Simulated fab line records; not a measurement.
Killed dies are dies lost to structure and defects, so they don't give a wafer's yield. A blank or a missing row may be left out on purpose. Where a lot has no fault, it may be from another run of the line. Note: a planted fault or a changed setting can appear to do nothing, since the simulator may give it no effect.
A sampling plan put to the test ; flow nand-harc ; 23 faults told of in these records, all on one fab line, each judged by the records of the lots it struck
The line's own looks make up the plan; these are the steps of the route where a gauge or inspection reads the wafer and leaves it unchanged. A look is open to judgement when struck wafers have a number at it and the file gives its usual mean and standard deviation on fault-free wafers. Caught: the struck wafers' mean, at a look after the fault's first step, is 4 or more of those standard deviations (sigma) away from the usual mean. On the tool: the test repeated on the tool's own readings taken at the fault's steps. It also counts as caught if the struck wafers ran another recipe or if their record alone is blank.

THE FAULTS, as the simulator had put them in
1. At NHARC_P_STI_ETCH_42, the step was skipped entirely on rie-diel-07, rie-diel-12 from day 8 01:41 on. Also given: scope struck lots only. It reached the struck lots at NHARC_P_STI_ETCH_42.
2. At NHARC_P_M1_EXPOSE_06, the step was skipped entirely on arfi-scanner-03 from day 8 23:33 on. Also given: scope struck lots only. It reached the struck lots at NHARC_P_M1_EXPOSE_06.
3. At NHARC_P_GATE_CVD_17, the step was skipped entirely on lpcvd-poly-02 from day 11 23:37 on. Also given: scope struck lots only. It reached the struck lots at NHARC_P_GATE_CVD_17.
4. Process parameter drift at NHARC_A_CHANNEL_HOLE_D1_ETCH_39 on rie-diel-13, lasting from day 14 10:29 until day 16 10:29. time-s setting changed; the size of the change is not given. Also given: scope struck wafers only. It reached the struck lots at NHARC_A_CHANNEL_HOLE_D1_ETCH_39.
5. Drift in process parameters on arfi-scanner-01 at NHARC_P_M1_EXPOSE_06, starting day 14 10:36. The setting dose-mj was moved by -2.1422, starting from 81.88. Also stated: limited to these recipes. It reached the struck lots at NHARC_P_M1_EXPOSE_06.
6. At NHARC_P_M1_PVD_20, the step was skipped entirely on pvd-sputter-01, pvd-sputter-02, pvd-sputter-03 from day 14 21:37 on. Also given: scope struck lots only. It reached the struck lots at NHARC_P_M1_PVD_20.
7. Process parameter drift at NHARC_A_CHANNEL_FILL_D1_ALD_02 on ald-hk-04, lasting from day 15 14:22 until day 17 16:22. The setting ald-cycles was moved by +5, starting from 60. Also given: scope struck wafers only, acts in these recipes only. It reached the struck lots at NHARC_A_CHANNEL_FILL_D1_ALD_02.
8. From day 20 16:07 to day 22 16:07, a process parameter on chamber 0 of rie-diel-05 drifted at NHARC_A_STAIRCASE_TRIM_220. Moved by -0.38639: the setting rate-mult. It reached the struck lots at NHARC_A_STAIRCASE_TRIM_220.
9. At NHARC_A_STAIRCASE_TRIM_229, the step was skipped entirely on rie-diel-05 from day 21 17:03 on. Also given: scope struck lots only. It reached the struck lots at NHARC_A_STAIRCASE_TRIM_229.
10. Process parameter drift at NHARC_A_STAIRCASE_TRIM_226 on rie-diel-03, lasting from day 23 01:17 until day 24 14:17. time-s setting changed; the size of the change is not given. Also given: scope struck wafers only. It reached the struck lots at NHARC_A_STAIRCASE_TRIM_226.
11. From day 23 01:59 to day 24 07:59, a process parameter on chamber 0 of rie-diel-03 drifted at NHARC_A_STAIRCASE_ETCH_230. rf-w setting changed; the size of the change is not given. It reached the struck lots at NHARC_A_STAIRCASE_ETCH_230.
12. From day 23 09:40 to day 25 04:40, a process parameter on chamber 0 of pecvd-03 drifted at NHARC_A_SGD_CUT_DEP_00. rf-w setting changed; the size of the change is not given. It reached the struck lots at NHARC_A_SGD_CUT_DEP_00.
13. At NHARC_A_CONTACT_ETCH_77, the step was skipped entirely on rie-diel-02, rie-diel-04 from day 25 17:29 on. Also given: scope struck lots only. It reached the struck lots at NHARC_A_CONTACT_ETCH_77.
14. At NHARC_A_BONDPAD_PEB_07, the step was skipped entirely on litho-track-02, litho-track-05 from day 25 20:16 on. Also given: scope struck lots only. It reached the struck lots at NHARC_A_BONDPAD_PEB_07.
15. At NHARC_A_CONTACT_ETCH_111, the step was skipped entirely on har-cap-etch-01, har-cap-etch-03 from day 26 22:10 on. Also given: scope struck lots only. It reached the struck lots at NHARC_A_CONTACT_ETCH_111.
16. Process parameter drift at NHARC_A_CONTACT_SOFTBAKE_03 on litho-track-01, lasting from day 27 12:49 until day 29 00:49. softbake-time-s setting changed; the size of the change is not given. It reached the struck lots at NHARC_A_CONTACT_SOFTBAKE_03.
17. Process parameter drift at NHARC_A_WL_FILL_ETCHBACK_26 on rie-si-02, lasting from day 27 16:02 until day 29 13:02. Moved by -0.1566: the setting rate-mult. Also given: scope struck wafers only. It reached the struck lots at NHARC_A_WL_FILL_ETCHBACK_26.
18. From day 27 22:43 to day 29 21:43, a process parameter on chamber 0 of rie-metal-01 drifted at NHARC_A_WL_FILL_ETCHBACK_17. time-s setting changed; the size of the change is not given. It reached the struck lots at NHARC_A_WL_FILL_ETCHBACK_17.
19. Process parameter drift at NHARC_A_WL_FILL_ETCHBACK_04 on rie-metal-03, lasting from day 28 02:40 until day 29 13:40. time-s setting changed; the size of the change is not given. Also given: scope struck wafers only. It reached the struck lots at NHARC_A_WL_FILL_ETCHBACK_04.
20. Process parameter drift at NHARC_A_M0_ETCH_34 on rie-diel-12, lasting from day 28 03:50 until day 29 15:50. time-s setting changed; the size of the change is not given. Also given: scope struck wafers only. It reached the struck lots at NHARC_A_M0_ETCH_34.
21. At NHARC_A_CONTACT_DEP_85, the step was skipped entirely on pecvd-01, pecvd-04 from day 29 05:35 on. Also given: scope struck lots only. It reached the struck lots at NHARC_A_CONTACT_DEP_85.
22. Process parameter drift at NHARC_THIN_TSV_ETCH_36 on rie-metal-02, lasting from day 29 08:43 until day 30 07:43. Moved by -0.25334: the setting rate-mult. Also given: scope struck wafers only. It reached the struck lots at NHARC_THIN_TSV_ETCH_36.
23. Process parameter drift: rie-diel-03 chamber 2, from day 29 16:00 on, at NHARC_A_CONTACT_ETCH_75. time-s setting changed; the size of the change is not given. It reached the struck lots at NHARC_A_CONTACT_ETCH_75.

WHAT THE PLAN SAW
fault;on the tool itself;first look that catches it;reading, sigma;median hours from its first step to that look;hours from the fault's start to the first struck lot there;judged looks passed uncaught
1;the tool's record is blank for the struck wafers;no look after it can be judged;-;-;-;0
2;no reading that can be judged;no look after it can be judged;-;-;-;0
3;the tool's record is blank for the struck wafers;no look after it can be judged;-;-;-;0
4;run-length-s -99 or beyond sigma;no look after it can be judged;-;-;-;0
5;exposure-dose-mJ-cm2 -17 sigma;not the one look that can be judged after it;-;-;-;1
6;the tool's record is blank for the struck wafers;no look after it can be judged;-;-;-;0
7;under 2 sigma;not the one look that can be judged after it;-;-;-;1
8;oes-product-au -25 sigma;no look after it can be judged;-;-;-;0
9;the tool's record is blank for the struck wafers;no look after it can be judged;-;-;-;0
10;run-length-s -99 or beyond sigma;no look after it can be judged;-;-;-;0
11;rf-fwd-power-W +72 sigma;no look after it can be judged;-;-;-;0
12;rf-fwd-power-W -51 sigma;not the one look that can be judged after it;-;-;-;1
13;the tool's record is blank for the struck wafers;no look after it can be judged;-;-;-;0
14;the tool's record is blank for the struck wafers;no look after it can be judged;-;-;-;0
15;the tool's record is blank for the struck wafers;no look after it can be judged;-;-;-;0
16;heater-power-total-W +99 or beyond sigma;not the one look that can be judged after it;-;-;-;1
17;oes-product-au -10 sigma;not the one look that can be judged after it;-;-;-;1
18;run-length-s -22 sigma;no look after it can be judged;-;-;-;0
19;run-length-s -19 sigma;no look after it can be judged;-;-;-;0
20;run-length-s -26 sigma;no look after it can be judged;-;-;-;0
21;the tool's record is blank for the struck wafers;no look after it can be judged;-;-;-;0
22;oes-product-au -14 sigma;no look after it can be judged;-;-;-;0
23;run-length-s -43 sigma;no look after it can be judged;-;-;-;0
A dash: the fault is not caught, or the number is missing from these records.

Caught at a look: 0 of 23. Caught on the tool: 21 of 23. By one or the other: 21 of 23.
Caught on the tool alone: faults 1, 3, 4, 5, 6, 8, 9, 10, 11, 12, 13, 14, 15, 16, 17, 18, 19, 20, 21, 22, 23.
Caught by neither: faults 2, 7.
